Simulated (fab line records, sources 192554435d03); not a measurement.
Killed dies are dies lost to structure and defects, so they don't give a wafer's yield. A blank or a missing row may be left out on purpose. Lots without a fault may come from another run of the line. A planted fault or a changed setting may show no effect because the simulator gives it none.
One fault seen from 2 desks | flow n5_finfet | each desk has only its own numbers; what lay behind them comes last

THE METROLOGY DESK
What the gauges read, lot by lot, whatever tool the lot ran on: means of the sampled wafers that have a number. A lot is out of limits, marked OUT, if its mean lies more than 4 standard deviations from the usual mean; the brackets give that distance. Of its 11 readings 7 are shown: those that lie furthest out on some lot.
Columns: A = cd_nm at N5_ZERO_LAYER_CD_MEAS_11, usual 1999.0 nm; B = DIBL_P at N5_BEOL_M4_RC_MEAS_101, usual 36.5 mV/V; C = IOFF_N at N5_BEOL_M4_RC_MEAS_101, usual 0.16 nA/um; D = IOFF_P at N5_BEOL_M4_RC_MEAS_101, usual 0.21 nA/um; E = SS_P at N5_BEOL_M4_RC_MEAS_101, usual 73.4 mV/dec; F = VT_N at N5_BEOL_M4_RC_MEAS_101, usual 250 mV; G = VT_P at N5_BEOL_M4_RC_MEAS_101, usual -250.5 mV
lot  | first seen here | A      | B    | C    | D    | E    | F   | G
L226 | day 1 18:46     | 1994.7 | 38.7 | 0.19 | 0.24 | 73.3 | 247 | -248.5
L232 | day 3 06:39     | 1999.7 | 35.5 | 0.14 | 0.19 | 73.2 | 252 | -251.4
L238 | day 4 18:38     | 2002.7 | 37.9 | 0.19 | 0.22 | 73.5 | 248 | -248.8
L240 | day 5 06:38     | 1996.2 | 37.3 | 0.15 | 0.18 | 73.2 | 250 | -253.8
L247 | day 7 00:46     | 1998.5 | 39.2 | 0.22 | 0.27 | 74.3 | 246 | -245.9
L248 | day 7 06:46     | 1996.7 | 39.6 | 0.19 | 0.21 | 74.4 | 250 | -253.3
This desk's finding: nothing out of limits on any of the 6 lots.

THE TOOL OWNER'S DESK: rie_diel-02
The tool's own readings at N5_ZERO_LAYER_ETCH_17 (etches SiO2 in CF4, target depth 12 nm, time 13.3 s): means of the sampled wafers that have a number, for each lot that ran on this tool. A lot is out of limits, marked OUT, if its mean lies more than 4 standard deviations from the usual mean; the brackets give that distance.
Columns: A = drypump_motor_current_A at N5_ZERO_LAYER_ETCH_17, usual 5.7 A; B = oes_product_au at N5_ZERO_LAYER_ETCH_17, usual 0.76 a.u.; C = rf_vpp_V at N5_ZERO_LAYER_ETCH_17, usual 949 V; D = showerhead_plenum_p_Torr at N5_ZERO_LAYER_ETCH_17, usual 2.15 Torr; E = throttle_valve_pct at N5_ZERO_LAYER_ETCH_17, usual 15.7 %
lot  | first seen here | A   | B    | C   | D    | E
L226 | day 1 19:08     | 6.3 | 0.73 | 953 | 2.23 | 15.9
L232 | day 3 06:43     | 5.7 | 0.80 | 951 | 2.19 | 15.8
L238 | day 4 19:27     | 5.6 | 0.78 | 953 | 2.21 | 15.9
L240 | day 5 06:43     | 6.6 | 0.78 | 952 | 2.21 | 15.8
This desk's finding: nothing out of limits on any of the 4 lots.

PUT TOGETHER
The metrology desk saw nothing out of limits.
The tool owner's desk saw nothing out of limits.

WHAT THE SIMULATOR HAD PUT IN
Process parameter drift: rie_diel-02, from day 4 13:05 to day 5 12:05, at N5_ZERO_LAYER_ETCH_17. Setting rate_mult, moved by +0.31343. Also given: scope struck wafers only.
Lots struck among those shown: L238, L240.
